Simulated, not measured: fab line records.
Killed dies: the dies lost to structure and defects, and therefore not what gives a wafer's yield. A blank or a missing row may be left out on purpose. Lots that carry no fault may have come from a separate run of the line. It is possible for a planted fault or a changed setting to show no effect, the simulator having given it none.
Which tool was responsible? :: flow n5Finfet :: 23 lots with 69 wafers sampled at 4 steps, on a route of 1938 steps

## WHAT THE GAUGES SHOWED, per wafer
N5_BEOL_M0_CUTY_OVL_MEAS_58. Usual: M0_ABLK_OVL typically reads -0.4 nm, with standard deviation 0.72.
lot: L074
measured: day 5 21:03
on: overlay-02
M0_ABLK_OVL (nm): -1.0 -1.2 -0.6
flag: 

lot: L075
measured: day 6 09:04
on: overlay-02
M0_ABLK_OVL (nm): 0.1 0.2 0.3
flag: 

lot: L076
measured: day 6 12:43
on: overlay-02
M0_ABLK_OVL (nm): -2.0 -1.5 -1.4
flag: 

lot: L077
measured: day 6 12:19
on: overlay-01
M0_ABLK_OVL (nm): -0.8 -0.7 -0.4
flag: 

lot: L078
measured: day 6 19:25
on: overlay-02
M0_ABLK_OVL (nm): -0.6 -0.8 -0.2
flag: 

lot: L080
measured: day 7 07:05
on: overlay-01
M0_ABLK_OVL (nm): -0.1 0.1 0.6
flag: 

lot: L081
measured: day 7 14:10
on: overlay-01
M0_ABLK_OVL (nm): -0.7 -0.5 -1.3
flag: 

lot: L082
measured: day 8 00:10
on: overlay-01
M0_ABLK_OVL (nm): -0.4 -1.2 -0.4
flag: 

lot: L083
measured: day 8 05:38
on: overlay-01
M0_ABLK_OVL (nm): 0.8 0.7 0.2
flag: 

lot: L084
measured: day 8 12:36
on: overlay-02
M0_ABLK_OVL (nm): -0.2 -0.1 0.3
flag: 

lot: L085
measured: day 8 22:23
on: overlay-01
M0_ABLK_OVL (nm): -1.2 -0.9 -0.1
flag: 

lot: L086
measured: day 9 02:56
on: overlay-01
M0_ABLK_OVL (nm): -0.7 -0.6 -0.9
flag: 

lot: L087
measured: day 9 07:43
on: overlay-01
M0_ABLK_OVL (nm): 0.3 0.4 0.8
flag: 

lot: L088
measured: day 9 10:47
on: overlay-02
M0_ABLK_OVL (nm): -0.4 -0.3 0.1
flag: 

lot: L089
measured: day 9 15:11
on: overlay-01
M0_ABLK_OVL (nm): -1.0 -0.7 -0.3
flag: 

lot: L090
measured: day 9 21:10
on: overlay-01
M0_ABLK_OVL (nm): -0.5 -0.3 -0.4
flag: 

lot: L091
measured: day 9 23:55
on: overlay-01
M0_ABLK_OVL (nm): -0.1 -0.9 -1.7
flag: 

lot: L092
measured: day 10 08:34
on: overlay-02
M0_ABLK_OVL (nm): -0.2 1.0 0.7
flag: 

lot: L093
measured: day 10 14:48
on: overlay-01
M0_ABLK_OVL (nm): 0.7 -0.5 -1.1
flag: 

lot: L094
measured: day 11 00:19
on: overlay-02
M0_ABLK_OVL (nm): 0.0 -0.3 -0.1
flag: 

lot: L095
measured: day 11 02:30
on: overlay-02
M0_ABLK_OVL (nm): 0.4 1.5 -0.5
flag: 

lot: L096
measured: day 11 12:02
on: overlay-01
M0_ABLK_OVL (nm): 0.2 0.7 -0.3
flag: 

lot: L097
measured: day 11 14:28
on: overlay-02
M0_ABLK_OVL (nm): -1.2 -0.4 -1.8
flag: 

## TOOL THAT RAN EACH LOT (tool first, then ch and the chambers of the sampled wafers, then the start)
lot: L074
N5_MOL_CONTACT_COAG_ETCH_48: rieDiel-01 ch 2,3, day 5 07:09
N5_MOL_CONTACT_COAG_STRIP_49: plasmaAsher-01 ch 0,1, day 5 07:25
N5_BEOL_M0_SAQP_HM_OPEN_112: rieDiel-06 ch 1,2,3, day 5 15:40

lot: L075
N5_MOL_CONTACT_COAG_ETCH_48: rieDiel-01 ch 0,1,2, day 5 21:13
N5_MOL_CONTACT_COAG_STRIP_49: plasmaAsher-01 ch 1, day 5 21:20
N5_BEOL_M0_SAQP_HM_OPEN_112: rieDiel-05 ch 0,1,3, day 6 03:17

lot: L076
N5_MOL_CONTACT_COAG_ETCH_48: rieDiel-03 ch 1,2,3, day 5 23:04
N5_MOL_CONTACT_COAG_STRIP_49: plasmaAsher-02 ch 1, day 5 23:13
N5_BEOL_M0_SAQP_HM_OPEN_112: rieDiel-02 ch 0,2,3, day 6 06:56

lot: L077
N5_MOL_CONTACT_COAG_ETCH_48: rieDiel-03 ch 0,1,2, day 5 23:36
N5_MOL_CONTACT_COAG_STRIP_49: plasmaAsher-01 ch 0,1, day 5 23:44
N5_BEOL_M0_SAQP_HM_OPEN_112: rieDiel-06 ch 0,1, day 6 06:37

lot: L078
N5_MOL_CONTACT_COAG_ETCH_48: rieDiel-04 ch 0,1, day 6 05:34
N5_MOL_CONTACT_COAG_STRIP_49: plasmaAsher-02 ch 0,1, day 6 05:42
N5_BEOL_M0_SAQP_HM_OPEN_112: rieDiel-06 ch 0,1, day 6 13:51

lot: L080
N5_MOL_CONTACT_COAG_ETCH_48: rieDiel-03 ch 1,2,3, day 6 19:26
N5_MOL_CONTACT_COAG_STRIP_49: plasmaAsher-01 ch 0,1, day 6 19:34
N5_BEOL_M0_SAQP_HM_OPEN_112: rieDiel-05 ch 0,2,3, day 7 01:43

lot: L081
N5_MOL_CONTACT_COAG_ETCH_48: rieDiel-01 ch 1,2,3, day 7 03:05
N5_MOL_CONTACT_COAG_STRIP_49: plasmaAsher-01 ch 0,1, day 7 03:29
N5_BEOL_M0_SAQP_HM_OPEN_112: rieDiel-02 ch 0,2,3, day 7 09:01

lot: L082
N5_MOL_CONTACT_COAG_ETCH_48: rieDiel-01 ch 0,1,3, day 7 13:35
N5_MOL_CONTACT_COAG_STRIP_49: plasmaAsher-01 ch 0,1, day 7 13:45
N5_BEOL_M0_SAQP_HM_OPEN_112: rieDiel-05 ch 1,2,3, day 7 19:11

lot: L083
N5_MOL_CONTACT_COAG_ETCH_48: rieDiel-01 ch 0,1,2, day 7 15:07
N5_MOL_CONTACT_COAG_STRIP_49: plasmaAsher-01 ch 0,1, day 7 15:30
N5_BEOL_M0_SAQP_HM_OPEN_112: rieDiel-05 ch 0,1,2, day 7 23:57

lot: L084
N5_MOL_CONTACT_COAG_ETCH_48: rieDiel-04 ch 2,3, day 7 21:51
N5_MOL_CONTACT_COAG_STRIP_49: plasmaAsher-01 ch 0, day 7 22:02
N5_BEOL_M0_SAQP_HM_OPEN_112: rieDiel-02 ch 0,1,2, day 8 05:25

lot: L085
N5_MOL_CONTACT_COAG_ETCH_48: rieDiel-04 ch 2,3, day 8 09:59
N5_MOL_CONTACT_COAG_STRIP_49: plasmaAsher-01 ch 0,1, day 8 10:07
N5_BEOL_M0_SAQP_HM_OPEN_112: rieDiel-02 ch 1,2,3, day 8 16:15

lot: L086
N5_MOL_CONTACT_COAG_ETCH_48: rieDiel-01 ch 0,1,3, day 8 14:40
N5_MOL_CONTACT_COAG_STRIP_49: plasmaAsher-01 ch 0,1, day 8 14:47
N5_BEOL_M0_SAQP_HM_OPEN_112: rieDiel-05 ch 1,2,3, day 8 21:11

lot: L087
N5_MOL_CONTACT_COAG_ETCH_48: rieDiel-03 ch 0,3, day 8 19:13
N5_MOL_CONTACT_COAG_STRIP_49: plasmaAsher-01 ch 0,1, day 8 19:22
N5_BEOL_M0_SAQP_HM_OPEN_112: rieDiel-06 ch 0,2, day 9 01:20

lot: L088
N5_MOL_CONTACT_COAG_ETCH_48: rieDiel-01 ch 0,1, day 8 23:29
N5_MOL_CONTACT_COAG_STRIP_49: plasmaAsher-02 ch 0,1, day 8 23:37
N5_BEOL_M0_SAQP_HM_OPEN_112: rieDiel-06 ch 0,3, day 9 05:22

lot: L089
N5_MOL_CONTACT_COAG_ETCH_48: rieDiel-01 ch 1,2, day 9 02:19
N5_MOL_CONTACT_COAG_STRIP_49: plasmaAsher-01 ch 0,1, day 9 02:26
N5_BEOL_M0_SAQP_HM_OPEN_112: rieDiel-06 ch 0,3, day 9 09:23

lot: L090
N5_MOL_CONTACT_COAG_ETCH_48: rieDiel-01 ch 0,3, day 9 09:34
N5_MOL_CONTACT_COAG_STRIP_49: plasmaAsher-02 ch 0,1, day 9 09:43
N5_BEOL_M0_SAQP_HM_OPEN_112: rieDiel-05 ch 0,1,3, day 9 15:29

lot: L091
N5_MOL_CONTACT_COAG_ETCH_48: rieDiel-04 ch 0,2, day 9 10:22
N5_MOL_CONTACT_COAG_STRIP_49: plasmaAsher-01 ch 0,1, day 9 10:30
N5_BEOL_M0_SAQP_HM_OPEN_112: rieDiel-06 ch 0,1, day 9 18:52

lot: L092
N5_MOL_CONTACT_COAG_ETCH_48: rieDiel-01 ch 0,1,2, day 9 20:28
N5_MOL_CONTACT_COAG_STRIP_49: plasmaAsher-01 ch 0,1, day 9 20:36
N5_BEOL_M0_SAQP_HM_OPEN_112: rieDiel-02 ch 1,2,3, day 10 02:38

lot: L093
N5_MOL_CONTACT_COAG_ETCH_48: rieDiel-04 ch 0,1,2, day 10 02:46
N5_MOL_CONTACT_COAG_STRIP_49: plasmaAsher-02 ch 0,1, day 10 02:53
N5_BEOL_M0_SAQP_HM_OPEN_112: rieDiel-05 ch 0,2, day 10 08:55

lot: L094
N5_MOL_CONTACT_COAG_ETCH_48: rieDiel-01 ch 1,2, day 10 07:56
N5_MOL_CONTACT_COAG_STRIP_49: plasmaAsher-02 ch 0,1, day 10 08:25
N5_BEOL_M0_SAQP_HM_OPEN_112: rieDiel-05 ch 0,1,2, day 10 16:15

lot: L095
N5_MOL_CONTACT_COAG_ETCH_48: rieDiel-03 ch 2,3, day 10 13:14
N5_MOL_CONTACT_COAG_STRIP_49: plasmaAsher-01 ch 0,1, day 10 13:22
N5_BEOL_M0_SAQP_HM_OPEN_112: rieDiel-02 ch 2,3, day 10 19:41

lot: L096
N5_MOL_CONTACT_COAG_ETCH_48: rieDiel-01 ch 0,1,2, day 11 00:25
N5_MOL_CONTACT_COAG_STRIP_49: plasmaAsher-01 ch 0,1, day 11 00:32
N5_BEOL_M0_SAQP_HM_OPEN_112: rieDiel-06 ch 0,3, day 11 06:05

lot: L097
N5_MOL_CONTACT_COAG_ETCH_48: rieDiel-03 ch 1,2,3, day 11 01:20
N5_MOL_CONTACT_COAG_STRIP_49: plasmaAsher-02 ch 1, day 11 01:39
N5_BEOL_M0_SAQP_HM_OPEN_112: rieDiel-02 ch 1,2,3, day 11 09:25
- N5_MOL_CONTACT_COAG_ETCH_48: etches SiOC in C4F6/O2, target depth 15 nm, overetch 4.5 nm, time 17 s.
- N5_MOL_CONTACT_COAG_STRIP_49: strips in N2/H2, time 30 s.
- N5_BEOL_M0_SAQP_HM_OPEN_112: chemistry CHF3/O2, target SiO2, stops on a-Si, target depth 12 nm, time 13.5 s.

## WHAT THE TOOLS THEMSELVES READ (means of the sampled wafers that have a number; where no wafer has one, the mark that the record gives instead)
N5_MOL_CONTACT_COAG_ETCH_48. Usual: C4F6_flow_sccm 9.998 sccm, standard deviation 0.028; drypumpMotorCurrentA 5.9 A, standard deviation 0.48; mfcArSccm 300.0 sccm, standard deviation 0.92; oesProductAu 0.66 a.u., standard deviation 0.077; rfVppV 1595 V, standard deviation 22; showerheadPlenumPTorr 2.80 Torr, standard deviation 0.09; throttleValvePct 40.6 %, standard deviation 0.4.
lot: L074
tool: rieDiel-01
C4F6_flow_sccm (sccm): 9.978
drypumpMotorCurrentA (A): 6.2
mfcArSccm (sccm): 300.8
oesProductAu (a.u.): 0.79
rfVppV (V): 1585
showerheadPlenumPTorr (Torr): 2.78
throttleValvePct (%): 40.6
flag: 

lot: L075
tool: rieDiel-01
C4F6_flow_sccm (sccm): 10.020
drypumpMotorCurrentA (A): 6.3
mfcArSccm (sccm): 300.2
oesProductAu (a.u.): 0.69
rfVppV (V): 1582
showerheadPlenumPTorr (Torr): 2.82
throttleValvePct (%): 40.8
flag: 

lot: L076
tool: rieDiel-03
C4F6_flow_sccm (sccm): 9.975
drypumpMotorCurrentA (A): 5.7
mfcArSccm (sccm): 300.4
oesProductAu (a.u.): 0.64
rfVppV (V): 1595
showerheadPlenumPTorr (Torr): 2.87
throttleValvePct (%): 40.5
flag: 

lot: L077
tool: rieDiel-03
C4F6_flow_sccm (sccm): 9.987
drypumpMotorCurrentA (A): 5.4
mfcArSccm (sccm): 299.3
oesProductAu (a.u.): 0.59
rfVppV (V): 1597
showerheadPlenumPTorr (Torr): 2.80
throttleValvePct (%): 40.4
flag: 

lot: L078
tool: rieDiel-04
C4F6_flow_sccm (sccm): 9.982
drypumpMotorCurrentA (A): 6.1
mfcArSccm (sccm): 299.6
oesProductAu (a.u.): 0.63
rfVppV (V): 1597
showerheadPlenumPTorr (Torr): 2.88
throttleValvePct (%): 41.0
flag: 

lot: L080
tool: rieDiel-03
C4F6_flow_sccm (sccm): 10.007
drypumpMotorCurrentA (A): 5.7
mfcArSccm (sccm): 300.4
oesProductAu (a.u.): 0.58
rfVppV (V): 1595
showerheadPlenumPTorr (Torr): 2.86
throttleValvePct (%): 40.5
flag: 

lot: L081
tool: rieDiel-01
C4F6_flow_sccm (sccm): 9.968
drypumpMotorCurrentA (A): 6.1
mfcArSccm (sccm): 299.6
oesProductAu (a.u.): 0.77
rfVppV (V): 1591
showerheadPlenumPTorr (Torr): 2.76
throttleValvePct (%): 40.5
flag: 

lot: L082
tool: rieDiel-01
C4F6_flow_sccm (sccm): 10.005
drypumpMotorCurrentA (A): 6.0
mfcArSccm (sccm): 299.6
oesProductAu (a.u.): 0.69
rfVppV (V): 1582
showerheadPlenumPTorr (Torr): 2.84
throttleValvePct (%): 40.6
flag: 

lot: L083
tool: rieDiel-01
C4F6_flow_sccm (sccm): 10.004
drypumpMotorCurrentA (A): 6.2
mfcArSccm (sccm): 299.6
oesProductAu (a.u.): 0.64
rfVppV (V): 1581
showerheadPlenumPTorr (Torr): 2.81
throttleValvePct (%): 40.8
flag: 

lot: L084
tool: rieDiel-04
C4F6_flow_sccm (sccm): 9.999
drypumpMotorCurrentA (A): 5.5
mfcArSccm (sccm): 300.1
oesProductAu (a.u.): 0.64
rfVppV (V): 1635
showerheadPlenumPTorr (Torr): 2.71
throttleValvePct (%): 40.6
flag: 

lot: L085
tool: rieDiel-04
C4F6_flow_sccm (sccm): 9.989
drypumpMotorCurrentA (A): 5.3
mfcArSccm (sccm): 300.0
oesProductAu (a.u.): 0.63
rfVppV (V): 1636
showerheadPlenumPTorr (Torr): 2.70
throttleValvePct (%): 40.5
flag: 

lot: L086
tool: rieDiel-01
C4F6_flow_sccm (sccm): 10.033
drypumpMotorCurrentA (A): 6.0
mfcArSccm (sccm): 300.9
oesProductAu (a.u.): 0.69
rfVppV (V): 1582
showerheadPlenumPTorr (Torr): 2.83
throttleValvePct (%): 40.6
flag: 

lot: L087
tool: rieDiel-03
C4F6_flow_sccm (sccm): 9.982
drypumpMotorCurrentA (A): 6.2
mfcArSccm (sccm): 300.2
oesProductAu (a.u.): 0.61
rfVppV (V): 1585
showerheadPlenumPTorr (Torr): 2.84
throttleValvePct (%): 40.9
flag: 

lot: L088
tool: rieDiel-01
C4F6_flow_sccm (sccm): 9.974
drypumpMotorCurrentA (A): 6.2
mfcArSccm (sccm): 299.9
oesProductAu (a.u.): 0.61
rfVppV (V): 1573
showerheadPlenumPTorr (Torr): 2.88
throttleValvePct (%): 40.9
flag: 

lot: L089
tool: rieDiel-01
C4F6_flow_sccm (sccm): 10.011
drypumpMotorCurrentA (A): 6.0
mfcArSccm (sccm): 300.3
oesProductAu (a.u.): 0.70
rfVppV (V): 1595
showerheadPlenumPTorr (Torr): 2.74
throttleValvePct (%): 40.5
flag: 

lot: L090
tool: rieDiel-01
C4F6_flow_sccm (sccm): 10.003
drypumpMotorCurrentA (A): 6.3
mfcArSccm (sccm): 299.8
oesProductAu (a.u.): 0.68
rfVppV (V): 1566
showerheadPlenumPTorr (Torr): 2.89
throttleValvePct (%): 41.0
flag: 

lot: L091
tool: rieDiel-04
C4F6_flow_sccm (sccm): 10.018
drypumpMotorCurrentA (A): 5.9
mfcArSccm (sccm): 300.1
oesProductAu (a.u.): 0.63
rfVppV (V): 1597
showerheadPlenumPTorr (Torr): 2.80
throttleValvePct (%): 41.0
flag: 

lot: L092
tool: rieDiel-01
C4F6_flow_sccm (sccm): 10.003
drypumpMotorCurrentA (A): 6.2
mfcArSccm (sccm): 299.9
oesProductAu (a.u.): 0.65
rfVppV (V): 1581
showerheadPlenumPTorr (Torr): 2.80
throttleValvePct (%): 40.8
flag: 

lot: L093
tool: rieDiel-04
C4F6_flow_sccm (sccm): 10.010
drypumpMotorCurrentA (A): 6.0
mfcArSccm (sccm): 300.7
oesProductAu (a.u.): 0.66
rfVppV (V): 1614
showerheadPlenumPTorr (Torr): 2.82
throttleValvePct (%): 40.8
flag: 

lot: L094
tool: rieDiel-01
C4F6_flow_sccm (sccm): 9.999
drypumpMotorCurrentA (A): 6.3
mfcArSccm (sccm): 300.8
oesProductAu (a.u.): 0.70
rfVppV (V): 1589
showerheadPlenumPTorr (Torr): 2.72
throttleValvePct (%): 40.7
flag: 

lot: L095
tool: rieDiel-03
C4F6_flow_sccm (sccm): 9.966
drypumpMotorCurrentA (A): 5.7
mfcArSccm (sccm): 300.4
oesProductAu (a.u.): 0.62
rfVppV (V): 1595
showerheadPlenumPTorr (Torr): 2.79
throttleValvePct (%): 40.3
flag: 

lot: L096
tool: rieDiel-01
C4F6_flow_sccm (sccm): 10.000
drypumpMotorCurrentA (A): 6.2
mfcArSccm (sccm): 299.8
oesProductAu (a.u.): 0.63
rfVppV (V): 1581
showerheadPlenumPTorr (Torr): 2.80
throttleValvePct (%): 40.8
flag: 

lot: L097
tool: rieDiel-03
C4F6_flow_sccm (sccm): 9.986
drypumpMotorCurrentA (A): 5.7
mfcArSccm (sccm): 299.8
oesProductAu (a.u.): 0.66
rfVppV (V): 1594
showerheadPlenumPTorr (Torr): 2.84
throttleValvePct (%): 40.3
flag: 

N5_MOL_CONTACT_COAG_STRIP_49. Usual: drypumpMotorCurrentA 5.89 A, standard deviation 0.18; heaterPowerW 330 W, standard deviation 29.
lot: L074
tool: plasmaAsher-01
drypumpMotorCurrentA (A): 5.95
heaterPowerW (W): 330
flag: 

lot: L075
tool: plasmaAsher-01
drypumpMotorCurrentA (A): 5.78
heaterPowerW (W): 304
flag: 

lot: L076
tool: plasmaAsher-02
drypumpMotorCurrentA (A): 5.61
heaterPowerW (W): 377
flag: 

lot: L077
tool: plasmaAsher-01
drypumpMotorCurrentA (A): 5.94
heaterPowerW (W): 333
flag: 

lot: L078
tool: plasmaAsher-02
drypumpMotorCurrentA (A): 5.78
heaterPowerW (W): 355
flag: 

lot: L080
tool: plasmaAsher-01
drypumpMotorCurrentA (A): 5.85
heaterPowerW (W): 314
flag: 

lot: L081
tool: plasmaAsher-01
drypumpMotorCurrentA (A): 5.94
heaterPowerW (W): 332
flag: 

lot: L082
tool: plasmaAsher-01
drypumpMotorCurrentA (A): 5.87
heaterPowerW (W): 315
flag: 

lot: L083
tool: plasmaAsher-01
drypumpMotorCurrentA (A): 5.95
heaterPowerW (W): 329
flag: 

lot: L084
tool: plasmaAsher-01
drypumpMotorCurrentA (A): 6.04
heaterPowerW (W): 340
flag: 

lot: L085
tool: plasmaAsher-01
drypumpMotorCurrentA (A): 5.85
heaterPowerW (W): 314
flag: 

lot: L086
tool: plasmaAsher-01
drypumpMotorCurrentA (A): 5.95
heaterPowerW (W): 329
flag: 

lot: L087
tool: plasmaAsher-01
drypumpMotorCurrentA (A): 5.88
heaterPowerW (W): 316
flag: 

lot: L088
tool: plasmaAsher-02
drypumpMotorCurrentA (A): 5.77
heaterPowerW (W): 360
flag: 

lot: L089
tool: plasmaAsher-01
drypumpMotorCurrentA (A): 5.87
heaterPowerW (W): 320
flag: 

lot: L090
tool: plasmaAsher-02
drypumpMotorCurrentA (A): 5.98
heaterPowerW (W): 331
flag: 

lot: L091
tool: plasmaAsher-01
drypumpMotorCurrentA (A): 5.96
heaterPowerW (W): 328
flag: 

lot: L092
tool: plasmaAsher-01
drypumpMotorCurrentA (A): 5.86
heaterPowerW (W): 318
flag: 

lot: L093
tool: plasmaAsher-02
drypumpMotorCurrentA (A): 5.95
heaterPowerW (W): 332
flag: 

lot: L094
tool: plasmaAsher-02
drypumpMotorCurrentA (A): 5.94
heaterPowerW (W): 331
flag: 

lot: L095
tool: plasmaAsher-01
drypumpMotorCurrentA (A): 5.95
heaterPowerW (W): 333
flag: 

lot: L096
tool: plasmaAsher-01
drypumpMotorCurrentA (A): 5.94
heaterPowerW (W): 336
flag: 

lot: L097
tool: plasmaAsher-02
drypumpMotorCurrentA (A): 5.61
heaterPowerW (W): 380
flag: 

N5_BEOL_M0_SAQP_HM_OPEN_112. Usual: drypumpMotorCurrentA 5.8 A, standard deviation 0.46; mfcArSccm 200.1 sccm, standard deviation 0.63; oesProductAu 0.51 a.u., standard deviation 0.054; rfVppV 528 V, standard deviation 7.9; showerheadPlenumPTorr 2.41 Torr, standard deviation 0.095; throttleValvePct 18.94 %, standard deviation 0.24.
lot: L074
tool: rieDiel-06
drypumpMotorCurrentA (A): 6.2
mfcArSccm (sccm): 199.9
oesProductAu (a.u.): 0.48
rfVppV (V): 532
showerheadPlenumPTorr (Torr): 2.39
throttleValvePct (%): 19.18
flag: 

lot: L075
tool: rieDiel-05
drypumpMotorCurrentA (A): 5.5
mfcArSccm (sccm): 200.5
oesProductAu (a.u.): 0.47
rfVppV (V): 525
showerheadPlenumPTorr (Torr): 2.42
throttleValvePct (%): 18.83
flag: 

lot: L076
tool: rieDiel-02
drypumpMotorCurrentA (A): 5.6
mfcArSccm (sccm): 199.8
oesProductAu (a.u.): 0.53
rfVppV (V): 529
showerheadPlenumPTorr (Torr): 2.43
throttleValvePct (%): 18.86
flag: 

lot: L077
tool: rieDiel-06
drypumpMotorCurrentA (A): 6.1
mfcArSccm (sccm): 200.4
oesProductAu (a.u.): 0.51
rfVppV (V): 521
showerheadPlenumPTorr (Torr): 2.35
throttleValvePct (%): 19.11
flag: 

lot: L078
tool: rieDiel-06
drypumpMotorCurrentA (A): 6.1
mfcArSccm (sccm): 200.9
oesProductAu (a.u.): 0.50
rfVppV (V): 520
showerheadPlenumPTorr (Torr): 2.34
throttleValvePct (%): 19.11
flag: 

lot: L080
tool: rieDiel-05
drypumpMotorCurrentA (A): 5.7
mfcArSccm (sccm): 200.5
oesProductAu (a.u.): 0.49
rfVppV (V): 524
showerheadPlenumPTorr (Torr): 2.43
throttleValvePct (%): 18.97
flag: 

lot: L081
tool: rieDiel-02
drypumpMotorCurrentA (A): 5.5
mfcArSccm (sccm): 199.7
oesProductAu (a.u.): 0.52
rfVppV (V): 530
showerheadPlenumPTorr (Torr): 2.42
throttleValvePct (%): 18.87
flag: 

lot: L082
tool: rieDiel-05
drypumpMotorCurrentA (A): 5.6
mfcArSccm (sccm): 200.4
oesProductAu (a.u.): 0.47
rfVppV (V): 525
showerheadPlenumPTorr (Torr): 2.47
throttleValvePct (%): 18.89
flag: 

lot: L083
tool: rieDiel-05
drypumpMotorCurrentA (A): 5.8
mfcArSccm (sccm): 200.3
oesProductAu (a.u.): 0.47
rfVppV (V): 523
showerheadPlenumPTorr (Torr): 2.46
throttleValvePct (%): 19.09
flag: 

lot: L084
tool: rieDiel-02
drypumpMotorCurrentA (A): 6.0
mfcArSccm (sccm): 199.8
oesProductAu (a.u.): 0.52
rfVppV (V): 535
showerheadPlenumPTorr (Torr): 2.46
throttleValvePct (%): 18.72
flag: 

lot: L085
tool: rieDiel-02
drypumpMotorCurrentA (A): 5.7
mfcArSccm (sccm): 200.5
oesProductAu (a.u.): 0.56
rfVppV (V): 535
showerheadPlenumPTorr (Torr): 2.45
throttleValvePct (%): 18.86
flag: 

lot: L086
tool: rieDiel-05
drypumpMotorCurrentA (A): 5.6
mfcArSccm (sccm): 199.8
oesProductAu (a.u.): 0.48
rfVppV (V): 524
showerheadPlenumPTorr (Torr): 2.46
throttleValvePct (%): 18.90
flag: 

lot: L087
tool: rieDiel-06
drypumpMotorCurrentA (A): 5.5
mfcArSccm (sccm): 200.1
oesProductAu (a.u.): 0.53
rfVppV (V): 524
showerheadPlenumPTorr (Torr): 2.30
throttleValvePct (%): 18.99
flag: 

lot: L088
tool: rieDiel-06
drypumpMotorCurrentA (A): 5.5
mfcArSccm (sccm): 199.9
oesProductAu (a.u.): 0.48
rfVppV (V): 527
showerheadPlenumPTorr (Torr): 2.25
throttleValvePct (%): 19.08
flag: 

lot: L089
tool: rieDiel-06
drypumpMotorCurrentA (A): 5.5
mfcArSccm (sccm): 200.5
oesProductAu (a.u.): 0.49
rfVppV (V): 527
showerheadPlenumPTorr (Torr): 2.25
throttleValvePct (%): 19.08
flag: 

lot: L090
tool: rieDiel-05
drypumpMotorCurrentA (A): 5.6
mfcArSccm (sccm): 199.6
oesProductAu (a.u.): 0.52
rfVppV (V): 527
showerheadPlenumPTorr (Torr): 2.41
throttleValvePct (%): 18.73
flag: 

lot: L091
tool: rieDiel-06
drypumpMotorCurrentA (A): 5.7
mfcArSccm (sccm): 200.5
oesProductAu (a.u.): 0.49
rfVppV (V): 521
showerheadPlenumPTorr (Torr): 2.28
throttleValvePct (%): 19.11
flag: 

lot: L092
tool: rieDiel-02
drypumpMotorCurrentA (A): 5.7
mfcArSccm (sccm): 200.6
oesProductAu (a.u.): 0.55
rfVppV (V): 535
showerheadPlenumPTorr (Torr): 2.44
throttleValvePct (%): 18.87
flag: 

lot: L093
tool: rieDiel-05
drypumpMotorCurrentA (A): 5.9
mfcArSccm (sccm): 200.9
oesProductAu (a.u.): 0.58
rfVppV (V): 522
showerheadPlenumPTorr (Torr): 2.42
throttleValvePct (%): 18.93
flag: 

lot: L094
tool: rieDiel-05
drypumpMotorCurrentA (A): 5.8
mfcArSccm (sccm): 199.8
oesProductAu (a.u.): 0.51
rfVppV (V): 522
showerheadPlenumPTorr (Torr): 2.45
throttleValvePct (%): 18.99
flag: 

lot: L095
tool: rieDiel-02
drypumpMotorCurrentA (A): 5.3
mfcArSccm (sccm): 200.1
oesProductAu (a.u.): 0.53
rfVppV (V): 535
showerheadPlenumPTorr (Torr): 2.37
throttleValvePct (%): 18.97
flag: 

lot: L096
tool: rieDiel-06
drypumpMotorCurrentA (A): 5.7
mfcArSccm (sccm): 200.1
oesProductAu (a.u.): 0.47
rfVppV (V): 535
showerheadPlenumPTorr (Torr): 2.27
throttleValvePct (%): 19.15
flag: 

lot: L097
tool: rieDiel-02
drypumpMotorCurrentA (A): 5.7
mfcArSccm (sccm): 200.6
oesProductAu (a.u.): 0.54
rfVppV (V): 535
showerheadPlenumPTorr (Torr): 2.44
throttleValvePct (%): 18.88
flag: 

## THE ANSWER, worked out from the rows above alone
Rule: take the mean of a lot's wafers that have a number; if it is more than 3 standard deviations from the usual mean, the lot is off. A lot without any number at a reading at which 4 lots or more have one is off too. The other lots that the step has rows for count as sound. First the gauges in route order, then the tools' own readings, where a lot's mean is used as printed above. At the first step where some lot is off, the reading lying furthest off is the one used; lots without a number count as furthest.
No lot is off at any reading shown: from this, nothing can be told.

## WHAT HAD BEEN PUT IN BY THE SIMULATOR
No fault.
